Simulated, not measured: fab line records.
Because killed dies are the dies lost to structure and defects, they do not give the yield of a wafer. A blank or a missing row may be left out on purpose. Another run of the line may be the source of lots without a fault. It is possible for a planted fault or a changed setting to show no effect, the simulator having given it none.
Which tool was responsible? :: flow nand_harc :: 6 lots, 18 wafers sampled, at 4 steps of a route of 1302

## WHAT EACH GAUGE READ, for each wafer
NHARC_END_SORT_01.
lot: L587
measured: day 27 09:32
on: prober-01
killed_at_other: 0 1 1

lot: L590
measured: day 28 23:00
on: prober-01
killed_at_other: 0 0 0

lot: L593
measured: day 30 02:03
on: prober-02
killed_at_other: 1 1 0

## WHICH TOOL RAN EACH LOT (tool, then ch and the chambers of the sampled wafers, then the start)
lot: L587
NHARC_A_CHANNEL_FILL_D2_ALD_16: ald_hk-02 ch 1,2,3, day 16 18:23
NHARC_A_CHANNEL_FILL_D2_ETCHBACK_20: rie_diel-02 ch 1,2,3, day 17 06:52
NHARC_A_CHANNEL_FILL_D2_ANNEAL_22: furnace-02 ch 0, day 17 14:49

lot: L590
NHARC_A_CHANNEL_FILL_D2_ALD_16: ald_hk-02 ch 0,2,3, day 17 23:40
NHARC_A_CHANNEL_FILL_D2_ETCHBACK_20: rie_diel-10 ch 0,2, day 18 12:22
NHARC_A_CHANNEL_FILL_D2_ANNEAL_22: furnace-06 ch 0, day 18 23:28

lot: L594
NHARC_A_CHANNEL_FILL_D2_ALD_16: ald_hk-01 ch 0,2,3, day 19 23:05
NHARC_A_CHANNEL_FILL_D2_ETCHBACK_20: rie_diel-10 ch 0,1,2, day 20 10:38
NHARC_A_CHANNEL_FILL_D2_ANNEAL_22: furnace-06 ch 0, day 20 18:27

lot: L593
NHARC_A_CHANNEL_FILL_D2_ALD_16: ald_hk-04 ch 0,1,3, day 19 23:05
NHARC_A_CHANNEL_FILL_D2_ETCHBACK_20: rie_diel-13 ch 0,2,3, day 20 10:38
NHARC_A_CHANNEL_FILL_D2_ANNEAL_22: furnace-06 ch 0, day 20 18:27

lot: L602
NHARC_A_CHANNEL_FILL_D2_ALD_16: ald_hk-02 ch 0,3, day 22 21:08
NHARC_A_CHANNEL_FILL_D2_ETCHBACK_20: rie_diel-13 ch 1,3, day 23 08:44
NHARC_A_CHANNEL_FILL_D2_ANNEAL_22: furnace-06 ch 0, day 23 18:01

lot: L603
NHARC_A_CHANNEL_FILL_D2_ALD_16: ald_hk-04 ch 1,2,3, day 24 03:04
NHARC_A_CHANNEL_FILL_D2_ETCHBACK_20: rie_diel-10 ch 2,3, day 24 14:54
NHARC_A_CHANNEL_FILL_D2_ANNEAL_22: furnace-06 ch 0, day 24 22:41
- NHARC_A_CHANNEL_FILL_D2_ALD_16: deposits SiO2, target thk 1.5 nm, pulse time 10 s, ald cycles 15.
- NHARC_A_CHANNEL_FILL_D2_ETCHBACK_20: etches the open film in C4F8/O2/Ar, target depth 27 nm, time 13.5 s.
- NHARC_A_CHANNEL_FILL_D2_ANNEAL_22: time 7200 s.

## THE ANSWER, worked out from the rows above alone
Rule: the lots themselves supply what counts as usual. Put in order of their means at a reading, lots are off if they are a third of the lots or fewer, leave a main group of 4 or more, and stand apart from it by a gap of 3 or more times the standard deviation of the main group's means; of several such gaps the widest counts. A main group is skipped when, at the precision printed for the reading in the tables above, its means are all equal. A lot without any number at a reading at which 4 lots or more have one is off too. All remaining lots with rows at the step are treated as sound.
None of the lots is off at any reading shown; this tells nothing.

## WHAT THE SIMULATOR PUT IN
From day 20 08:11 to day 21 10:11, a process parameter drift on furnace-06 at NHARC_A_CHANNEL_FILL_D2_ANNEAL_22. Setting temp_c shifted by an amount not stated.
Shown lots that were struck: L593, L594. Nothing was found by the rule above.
